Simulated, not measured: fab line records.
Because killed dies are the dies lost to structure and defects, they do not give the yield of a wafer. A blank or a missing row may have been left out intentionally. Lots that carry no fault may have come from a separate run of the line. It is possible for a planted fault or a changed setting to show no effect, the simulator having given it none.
fab line records	flow n5Finfet
record: lots: 7	wafers: 21
route steps=1938 shown SD_EPI_N@263 SD_ACTIVATION@330 SDB@369 HKMG_FIN@402 GATE_CUT@484
startH: hours from the record's first day to the start of the lot's first wafer shown	waitH: hours since the lot's step before	" same as the row above	L1.1+2: several wafers, shown together as one row	- no value, or no start was given	* or withheld: withheld	< > ~ a bound
route shown NAME@n: a module of which the file shows steps, and the number in the route of the first	usual: mean/standard deviation taken from wafers without a fault	same: alike in all rows	chamber/n: place in a boat	sites: each site's reading	_std_site: standard deviation across them	_edge_site: mean of outer sites minus mean of inner sites	radiusMm: for every site, how far away it sits from the centre of the wafer	mask NAME#n: copy n	behind: the last tool/chamber to shape the wafer	hold: cause of the lot's hold/its duration in hours/its outcome	device: which transistor (n, p or np) failed to switch	end of line: tests run on the same wafers once the route is complete	where a step has no rows: the recipe by itself	killed: dies lost to structure and defects at the first sort, not the wafer's yield	map: a wafer's dies, x killed, . not, _ none there
set.NAME: setting as actually run; set.NAME@STEP: the setting as run at that earlier step	model.NAME: the simulator's own value behind a step, which no gauge read
lots whose settings were changed on purpose; a table a step, a row a wafer
== steps ==
step: N5_SD_EPI_N_COAT_33
recipe: resist: SiARC	tempC: 220	timeS: 60	spinRpm: 1500	resistThkNm: 35
lot.wafer	tool	chamber	startH	waitH	set.spinRpm	model.SiARC_of_SD_EPI_N_COAT_33.thkNm
L074.1	lithoTrack-03	0	-	-	1500	35
L074.5+6	"	0	"	"	1610	33.8
L076.1+6	lithoTrack-02	0	-	-	1613	33.8
L076.5	"	0	"	"	1500	35.2
L084.1+3+6	lithoTrack-02	0	-	-	1500	35
L085.1+6	lithoTrack-02	0	-	-	1500	35
L085.5	"	0	"	"	1500	34.8
L087.1	lithoTrack-02	0	-	-	1500	35
L087.2	"	0	"	"	1500	34.8
L087.3	"	0	"	"	1385	36.2
L089.4+5	lithoTrack-05	0	-	-	1560	34.4
L089.6	"	0	"	"	1500	35
L094.2+6	lithoTrack-02	0	-	-	1500	34.8
L094.5	"	0	"	"	1500	35
step: N5_SD_EPI_N_COAT_03
recipe: resist: CAR-ArF-block	spinRpm: 1500	resistThkNm: 150
step: N5_SD_EPI_N_EBR_05
recipe: solvent: PGMEA	ebrWidthMm: 1.5
step: N5_SD_EPI_N_DESCUM_14
recipe: chemistry: O2	timeS: 7.9	sourcePowerW: 50	biasPowerW: 20	pressureMtorr: 20	rfFrequencyHz: 2.712e+07	tempC: 40	resist: CAR-ArF-block	o2FlowSccm: 225
step: N5_SD_EPI_N_ETCH_34
recipe: chemistry: CF4	target: SiARC	targetDepthA: 455	maskMaterial: CAR-ArF-block	timeS: 75.8	ionEnergyEv: 80	pressureMtorr: 40	sourceW: 545	biasW: 36	Ar_flow_sccm: 100	cf4FlowSccm: 100	ends: cleared
lot.wafer	tool	chamber	startH	waitH	set.spinRpm@SD_EPI_N_COAT_33	model.etch.depthNm	model.CAR-ArF-block_of_SD_EPI_N_COAT_03.thkNm
L074.1	rieDiel-05	2	50.28	0.0	1500	35.1	110.6
L074.5	"	0	"	"	1610	33.84	112.2
L074.6	"	1	"	"	1610	33.8	112.2
L076.1	rieDiel-02	0	59.84	0.0	1613	33.82	111.8
L076.5	"	0	"	"	1500	35.13	110.8
L076.6	"	3	"	"	1613	33.81	112
L084.1	rieDiel-04	1	113.43	0.0	1500	35.04	111.4
L084.3	"	0	"	"	1500	35.05	111.4
L084.6	"	1	"	"	1500	34.99	111.6
L085.1	rieDiel-05	3	120.22	0.0	1500	35	111
L085.5	"	2	"	"	1500	34.89	110.8
L085.6	"	1	"	"	1500	34.96	111
L087.1	rieDiel-02	1	134.12	0.0	1500	34.94	110.6
L087.2	"	0	"	"	1500	34.8	110.8
L087.3	"	2	"	"	1385	36.27	109.4
L089.4	rieDiel-02	2	140.86	0.0	1560	34.37	111.8
L089.5	"	1	"	"	1560	34.32	112.2
L089.6	"	0	"	"	1500	34.95	111.4
L094.2	rieDiel-04	0	169.16	0.0	1500	34.79	111.4
L094.5	"	0	"	"	1500	34.95	111.6
L094.6	"	1	"	"	1500	34.86	111.4
step: N5_SD_EPI_N_ETCH_35
recipe: chemistry: N2/H2	target: SOC	overetchA: 1080	maskMaterial: SiARC	tempC: 40	ionEnergyEv: 100	sourceW: 3000	biasW: 133	pressureMtorr: 20	timeS: 486	n2FlowSccm: 200	h2FlowSccm: 200
lot.wafer	tool	chamber	startH	waitH	set.timeS	set.spinRpm@SD_EPI_N_COAT_33	model.SiARC_of_SD_EPI_N_COAT_33.thkNm
L074.1	rieDiel-05	2	50.34	0.0	486	1500	19.8
L074.5+6	"	0,1	"	"	486	1610	18.4
L076.1	rieDiel-02	0	59.90	0.0	486	1613	18.6
L076.5	"	0	"	"	486	1500	19.8
L076.6	"	3	"	"	384	1613	21.8
L084.1+6	rieDiel-04	1	113.48	0.0	486	1500	19.8
L084.3	"	0	"	"	486	1500	20
L085.1	rieDiel-05	3	120.27	0.0	581.9	1500	17
L085.5	"	2	"	"	486	1500	19.8
L085.6	"	1	"	"	581.9	1500	16.8
L087.1	rieDiel-02	1	134.18	0.0	486	1500	20.2
L087.2	"	0	"	"	486	1500	19.8
L087.3	"	2	"	"	486	1385	21
L089.4	rieDiel-02	2	141.05	0.2	486	1560	19.2
L089.5	"	1	"	"	486	1560	19.6
L089.6	"	0	"	"	486	1500	20
L094.2+5+6	rieDiel-04	0,0,1	169.21	0.0	486	1500	19.8
step: N5_SD_EPI_N_STRIP_36
recipe: chemistry: N2/H2	tempC: 40	n2FlowSccm: 200	h2FlowSccm: 200	rfFrequencyHz: 6e+07
step: N5_SD_EPI_N_ETCHBACK_44
recipe: chemistry: CH3F/O2	mode: anisotropicEtchback	target: SiNx	targetDepthA: 145	stopOn: SiO2	overEtchFrac: 0.3	ionEnergyEv: 120	pressureMtorr: 30	sourceW: 395	biasW: 73	Ar_flow_sccm: 150	CH3F_flow_sccm: 30	O2_flow_sccm: 20
lot.wafer	tool	chamber	startH	waitH	set.spinRpm@SD_EPI_N_COAT_33	set.timeS@SD_EPI_N_ETCH_35	model.SiARC_of_SD_EPI_N_COAT_33.thkNm
L074.1	rieDiel-05	2	50.66	0.0	1500	486	16.2
L074.5+6	"	0,1	"	"	1610	486	14.8
L076.1	rieDiel-02	0	60.22	0.0	1613	486	15
L076.5	"	0	"	"	1500	486	16
L076.6	"	3	"	"	1613	384	18.2
L084.1+3+6	rieDiel-04	1,0,1	113.81	0.0	1500	486	16.2
L085.1	rieDiel-05	3	120.60	0.0	1500	581.9	13.2
L085.5	"	2	"	"	1500	486	16
L085.6	"	1	"	"	1500	581.9	13
L087.1	rieDiel-02	1	134.50	0.0	1500	486	16.6
L087.2	"	0	"	"	1500	486	16.2
L087.3	"	2	"	"	1385	486	17.4
L089.4	rieDiel-02	2	141.26	0.1	1560	486	15.4
L089.5	"	1	"	"	1560	486	16
L089.6	"	0	"	"	1500	486	16.4
L094.2+5	rieDiel-04	0	169.54	0.0	1500	486	16.2
L094.6	"	1	"	"	1500	486	16
step: N5_SD_EPI_N_ETCH_45
recipe: chemistry: CH3F/O2	target: SiOCN	targetDepthA: 60	maskMaterial: SOC	ionEnergyEv: 60	biasW: 29	pressureMtorr: 15	sourceW: 410	Ar_flow_sccm: 150	CH3F_flow_sccm: 30	O2_flow_sccm: 20
lot.wafer	tool	chamber	startH	waitH	set.targetDepthA	model.etch.depthNm
L074.1	rieDiel-05	2	50.76	0.1	57.29	5.695
L074.5	"	0	"	"	57.29	5.697
L074.6	"	1	"	"	57.29	5.693
L076.1	rieDiel-02	0	60.32	0.1	60	6.056
L076.5	"	0	"	"	60	6.054
L076.6	"	3	"	"	60	5.954
L084.1	rieDiel-04	1	113.91	0.1	60	5.839
L084.3	"	0	"	"	60	5.985
L084.6	"	1	"	"	60	5.831
L085.1	rieDiel-05	3	120.70	0.1	57.9	5.773
L085.5	"	2	"	"	57.9	5.788
L085.6	"	1	"	"	60	5.972
L087.1	rieDiel-02	1	134.60	0.1	60	5.807
L087.2	"	0	"	"	60	5.893
L087.3	"	2	"	"	60	6.01
L089.4	rieDiel-02	2	141.36	0.1	60	5.953
L089.5	"	1	"	"	53.87	5.192
L089.6	"	0	"	"	60	5.862
L094.2	rieDiel-04	0	169.64	0.1	60	5.972
L094.5	"	0	"	"	67.26	6.666
L094.6	"	1	"	"	67.26	6.671
step: N5_SD_EPI_N_ETCH_16
recipe: chemistry: CHF3/O2	target: SiO2	targetDepthA: 50	maskMaterial: SOC	pressureMtorr: 30	sourceW: 650	biasW: 170	Ar_flow_sccm: 200	CHF3_flow_sccm: 50	O2_flow_sccm: 5	ionEnergyEv: 200
lot.wafer	tool	chamber	startH	waitH	set.spinRpm@SD_EPI_N_COAT_33	set.timeS@SD_EPI_N_ETCH_35	model.SiARC_of_SD_EPI_N_COAT_33.thkNm
L074.1	rieDiel-05	2	50.86	0.1	1500	486	12.6
L074.5+6	"	0,1	"	"	1610	486	11.2
L076.1	rieDiel-02	0	60.42	0.1	1613	486	11.4
L076.5	"	0	"	"	1500	486	12.6
L076.6	"	3	"	"	1613	384	14.6
L084.1+3	rieDiel-04	1,0	114.01	0.1	1500	486	12.6
L084.6	"	1	"	"	1500	486	12.8
L085.1	rieDiel-05	3	120.80	0.1	1500	581.9	9.6
L085.5	"	2	"	"	1500	486	12.6
L085.6	"	1	"	"	1500	581.9	9.4
L087.1	rieDiel-02	1	134.70	0.1	1500	486	13.2
L087.2	"	0	"	"	1500	486	12.8
L087.3	"	2	"	"	1385	486	13.8
L089.4	rieDiel-02	2	141.43	0.0	1560	486	11.8
L089.5	"	1	"	"	1560	486	12.6
L089.6	"	0	"	"	1500	486	12.8
L094.2+5	rieDiel-04	0	169.74	0.1	1500	486	12.6
L094.6	"	1	"	"	1500	486	12.4
step: N5_SD_EPI_N_EPI_21
recipe: material: Si:P	dopant: P	tempC: 680	pressureTorr: 255	timeS: 690
lot.wafer	tool	chamber	startH	waitH	set.epiGrowthTimeS	model.Si-P_of_SD_EPI_N_EPI_21.thkNm
L074.1	epiRpcvd-01	0	51.92	0.1	690	59
L074.5	"	0	53.04	1.1	690	58.6
L074.6	"	0	"	"	690	58.4
L076.1	epiRpcvd-04	0	61.76	0.1	690	58.8
L076.5	"	0	62.88	1.1	637.9	55.6
L076.6	"	0	"	"	637.9	55.4
L084.1	epiRpcvd-01	0	115.09	0.1	690	59.4
L084.3	"	0	"	"	690	60.2
L084.6	"	0	"	"	690	60
L085.1	epiRpcvd-01	0	121.87	0.1	711	59.6
L085.5	"	0	122.99	1.1	690	58.8
L085.6	"	0	"	"	690	58
L087.1	epiRpcvd-04	0	135.76	0.1	620	56.2
L087.2	"	0	"	"	690	59.4
L087.3	"	0	"	"	620	55.4
L089.4	epiRpcvd-02	0	143.33	0.9	690	58.6
L089.5	"	0	"	"	622.3	55.2
L089.6	"	0	"	"	690	59.2
L094.2+6	epiRpcvd-04	0	171.12	0.4	690	58.2
L094.5	"	0	"	"	690	58.8
step: N5_SD_EPI_N_PRECLEAN_24
recipe: chemistry: O3/DIW	timeS: 60	tempC: 22	o3Ppm: 10
step: N5_SD_ACTIVATION_RTA_00
recipe: tempC: 975	timeS: 0	ambient: N2	idleTempC: 600	rampUpCPerS: 150	rampDownCPerS: 60	coolToC: 600
step: N5_SD_ACTIVATION_LSA_01
recipe: tempC: 1080	timeS: 0.0008	ambient: N2
step: N5_SD_ACTIVATION_RS_MEAS_03
recipe: thkMeasGauge: four-point-probe
usual: RS_SD_N: 21.9/0.3	RS_SD_P: 56.0/0.75
lot.wafer	tool	chamber	startH	waitH	set.epiGrowthTimeS@SD_EPI_N_EPI_21	RS_SD_N[ohm/sq]	RS_SD_P[ohm/sq]
L074.1	filmMetro-02	-	59.02	0.2	690	22.2	56.3
L074.5	"	-	"	"	690	22.2	56.1
L074.6	"	-	"	"	690	22.2	56.7
L076.1	filmMetro-01	-	69.13	0.2	690	22.0	56.4
L076.5	"	-	"	"	637.9	23.3	56.3
L076.6	"	-	"	"	637.9	23.3	56.0
L084.1	filmMetro-02	-	122.17	0.2	690	21.6	57.6
L084.3	"	-	"	"	690	21.3	57.6
L084.6	"	-	"	"	690	21.6	57.5
L085.1	filmMetro-02	-	128.83	0.2	711	21.7	55.8
L085.5	"	-	"	"	690	21.7	56.2
L085.6	"	-	"	"	690	22.4	57.0
L087.1	filmMetro-02	-	143.23	0.2	620	22.8	55.9
L087.2	"	-	"	"	690	21.6	57.0
L087.3	"	-	"	"	620	23.1	56.6
L089.4	filmMetro-01	-	149.54	0.1	690	22.0	55.1
L089.5	"	-	"	"	622.3	23.3	56.8
L089.6	"	-	"	"	690	21.7	56.6
L094.2	filmMetro-02	-	178.13	0.2	690	22.1	55.2
L094.5	"	-	"	"	690	21.9	55.4
L094.6	"	-	"	"	690	22.0	55.8
step: N5_SDB_CUT_ETCH_26
recipe: chemistry: HBr/Cl2/O2	target: Si	targetDepthA: 1296	btTimeS: 20	maskMaterial: SiNx	timeS: 51.8	ionEnergyEv: *	biasW: *	pressureMtorr: 10	icpW: 800	HBr_flow_sccm: 150	Cl2_flow_sccm: 80	O2_flow_sccm: 12
lot.wafer	tool	chamber	startH	waitH	set.icpW	model.SDB.featureDepthNm	model.etch.depthNm
L074.1	rieSi-04	3	67.56	0.1	756.7	125.6	125.7
L074.5	"	2	"	"	800	130	130.1
L074.6	"	3	"	"	756.7	126.8	126.7
L076.1	rieSi-06	0	77.72	0.1	712.6	124.4	124.5
L076.5	"	3	"	"	800	131.8	131.9
L076.6	"	0	"	"	800	131	131
L084.1	rieSi-03	2	130.92	0.1	800	130	129.9
L084.3	"	3	"	"	800	130.8	130.9
L084.6	"	2	"	"	800	129.4	129.4
L085.1+5	rieSi-06	1	137.71	0.1	800	128.4	128.4
L085.6	"	0	"	"	800	130.8	130.8
L087.1	rieSi-04	3	151.64	0.1	871.2	136	136
L087.2	"	0	"	"	800	130.8	130.7
L087.3	"	2	"	"	871.2	134.4	134.3
L089.4	rieSi-06	2	157.24	0.0	800	125.8	125.9
L089.5	"	2	"	"	800	127.8	127.7
L089.6	"	1	"	"	881.1	135.4	135.4
L094.2	rieSi-06	3	187.97	0.1	800	132.8	132.9
L094.5	"	2	"	"	800	127.4	127.5
L094.6	"	1	"	"	914.6	137.8	137.7
step: N5_SDB_ALD_29
recipe: material: SiNx	targetThkA: 300	tempC: 400	aldPrecursorFamily: SiH2I2	aldCoReactant: N2/H2-plasma	pulseTimeS: 1	aldCycles: 600	purgeTimeS: 2	coReactantPurgeTimeS: 2	pressureTorr: 2
lot.wafer	tool	chamber	startH	waitH	set.aldCycles	model.SiNx_of_SDB_ALD_29.thkNm
L074.1	aldSin-02	3	67.76	0.0	600	29.8
L074.5+6	"	3,0	69.11	1.4	650	32.4
L076.1+5+6	aldSin-02	2,2,1	77.90	0.0	600	30
L084.1+6	aldSin-04	1,0	131.46	0.4	600	30.2
L084.3	"	3	"	"	600	30
L085.1+6	aldSin-02	0	137.93	0.0	533	26.6
L085.5	"	1	139.28	1.4	600	30
L087.1	aldSin-03	0	151.82	0.0	504	25
L087.2+3	"	1,2	"	"	600	30
L089.4+6	aldSin-02	1,3	157.42	0.0	600	30
L089.5	"	0	158.78	1.4	600	30.2
L094.2	aldSin-04	3	189.44	1.3	678	33.4
L094.5	"	1	190.79	2.7	678	33.6
L094.6	"	2	"	"	600	29.8
step: N5_HKMG_FIN_ETCH_54
recipe: chemistry: CF4	target: SiARC	targetDepthA: 455	maskMaterial: CAR-ArF	timeS: 75.8	ionEnergyEv: 80	pressureMtorr: 40	sourceW: 545	biasW: 36	Ar_flow_sccm: 100	cf4FlowSccm: 100	ends: cleared
usual: etchRfOnTimeS: 76.0/1.5	rfVppV: 184.3/1.1
lot.wafer	tool	chamber	startH	waitH	set.sourceW	etchRfOnTimeS	rfVppV
L074.1	rieDiel-04	0	72.57	0.0	545	76.7	184.5
L074.5	"	1	"	"	545	76.9	184.7
L074.6	"	2	"	"	545	73.2	183.6
L076.1	rieDiel-05	3	82.84	0.0	545	78.4	185.1
L076.5	"	0	"	"	471.4	86.0	195.3
L076.6	"	1	"	"	471.4	87.6	192.7
L084.1	rieDiel-05	0	136.48	0.0	545	75.5	184.7
L084.3	"	2	"	"	545	74.9	184.8
L084.6	"	2	"	"	545	74.9	182.8
L085.1	rieDiel-04	2	142.64	0.0	545	72.2	184.3
L085.5	"	3	"	"	545	72.6	184.8
L085.6	"	0	"	"	545	75.7	182.8
L087.1	rieDiel-02	3	156.58	0.0	545	76.5	183.1
L087.2	"	0	"	"	545	76.2	182.8
L087.3	"	2	"	"	454.7	89.0	194.3
L089.4	rieDiel-04	3	162.27	0.0	545	74.3	185.7
L089.5	"	2	"	"	545	72.9	186.6
L089.6	"	1	"	"	545	75.8	184.7
L094.2	rieDiel-05	1	194.38	0.0	545	74.1	182.8
L094.5	"	3	"	"	630.1	68.1	175.6
L094.6	"	2	"	"	545	75.5	184.8
step: N5_GATE_CUT_EXPOSE_10
recipe: maskId: GATE_CUT	na: 0.33	sourceShape: annular	sigmaInner: 0.35	sigmaOuter: 0.8	polarization: unpolarized	targetCdNm: 20	doseMj: 43.25
lot.wafer	tool	chamber	startH	waitH	mask	set.doseMj
L074.1+5	euvScanner-01	0	84.45	-	GATE_CUT#0	42.26
L074.6	"	0	"	"	GATE_CUT#0	43.25
L076.1+5+6	euvScanner-02	0	94.93	-	GATE_CUT#0	43.25
L084.1+3+6	euvScanner-01	0	148.16	-	GATE_CUT#0	43.25
L085.1	euvScanner-02	0	154.89	-	GATE_CUT#0	43.25
L085.5+6	"	0	"	"	GATE_CUT#0	45.17
L087.1+2+3	euvScanner-02	0	168.30	-	GATE_CUT#0	43.25
L089.4+5	euvScanner-02	0	174.21	-	GATE_CUT#0	43.25
L089.6	"	0	"	"	GATE_CUT#0	40.69
L094.2+5+6	euvScanner-02	0	206.21	-	GATE_CUT#0	43.25
== key ==
split: step: N5_SD_EPI_N_COAT_33	setting: spinRpm	stated: 1500	by: wafer
response: step: N5_SD_EPI_N_COAT_33	reading: model.SiARC_of_SD_EPI_N_COAT_33.thkNm	change: -0.171	per: 1%	r: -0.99
response: step: N5_SD_EPI_N_ETCH_34	reading: model.etch.depthNm	change: -0.175	per: 1%	r: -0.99
response: step: N5_SD_EPI_N_ETCH_34	reading: model.CAR-ArF-block_of_SD_EPI_N_COAT_03.thkNm	change: +0.175	per: 1%	r: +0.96
response: step: N5_SD_EPI_N_ETCH_35	reading: model.SiARC_of_SD_EPI_N_COAT_33.thkNm	slope: -0.157	per: 1%	togetherWith: timeS@SD_EPI_N_ETCH_35	explained: 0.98
response: step: N5_SD_EPI_N_ETCHBACK_44	reading: model.SiARC_of_SD_EPI_N_COAT_33.thkNm	slope: -0.152	per: 1%	togetherWith: timeS@SD_EPI_N_ETCH_35	explained: 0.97
response: step: N5_SD_EPI_N_ETCH_16	reading: model.SiARC_of_SD_EPI_N_COAT_33.thkNm	slope: -0.151	per: 1%	togetherWith: timeS@SD_EPI_N_ETCH_35	explained: 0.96
split: step: N5_SD_EPI_N_ETCH_35	setting: timeS	stated: 486	by: wafer
response: step: N5_SD_EPI_N_ETCH_35	reading: model.SiARC_of_SD_EPI_N_COAT_33.thkNm	change: -0.135	per: 1%	r: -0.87
response: step: N5_SD_EPI_N_ETCHBACK_44	reading: model.SiARC_of_SD_EPI_N_COAT_33.thkNm	slope: -0.152	per: 1%	togetherWith: spinRpm@SD_EPI_N_COAT_33	explained: 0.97
response: step: N5_SD_EPI_N_ETCH_16	reading: model.SiARC_of_SD_EPI_N_COAT_33.thkNm	slope: -0.154	per: 1%	togetherWith: spinRpm@SD_EPI_N_COAT_33	explained: 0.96
split: step: N5_SD_EPI_N_ETCH_45	setting: targetDepthA	stated: 60	by: wafer
response: step: N5_SD_EPI_N_ETCH_45	reading: model.etch.depthNm	change: +0.0624	per: 1%	r: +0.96
split: step: N5_SD_EPI_N_EPI_21	setting: epiGrowthTimeS	stated: 690	by: wafer
response: step: N5_SD_EPI_N_EPI_21	reading: model.Si-P_of_SD_EPI_N_EPI_21.thkNm	change: +0.382	per: 1%	r: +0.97
response: step: N5_SD_ACTIVATION_RS_MEAS_03	reading: RS_SD_N	change: -0.147	per: 1%	r: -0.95
split: step: N5_SDB_CUT_ETCH_26	setting: icpW	stated: 800	by: wafer
response: step: N5_SDB_CUT_ETCH_26	reading: model.SDB.featureDepthNm	change: +0.623	per: 1%	r: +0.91
response: step: N5_SDB_CUT_ETCH_26	reading: model.etch.depthNm	change: +0.62	per: 1%	r: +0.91
split: step: N5_SDB_ALD_29	setting: aldCycles	stated: 600	by: wafer
response: step: N5_SDB_ALD_29	reading: model.SiNx_of_SDB_ALD_29.thkNm	change: +0.303	per: 1%	r: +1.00
split: step: N5_HKMG_FIN_ETCH_54	setting: sourceW	stated: 545	by: wafer
response: step: N5_HKMG_FIN_ETCH_54	reading: etchRfOnTimeS	change: *	per: 1%	r: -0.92
response: step: N5_HKMG_FIN_ETCH_54	reading: rfVppV	change: -0.625	per: 1%	r: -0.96
split: step: N5_GATE_CUT_EXPOSE_10	setting: doseMj	stated: 43.25	by: wafer
response none in this file
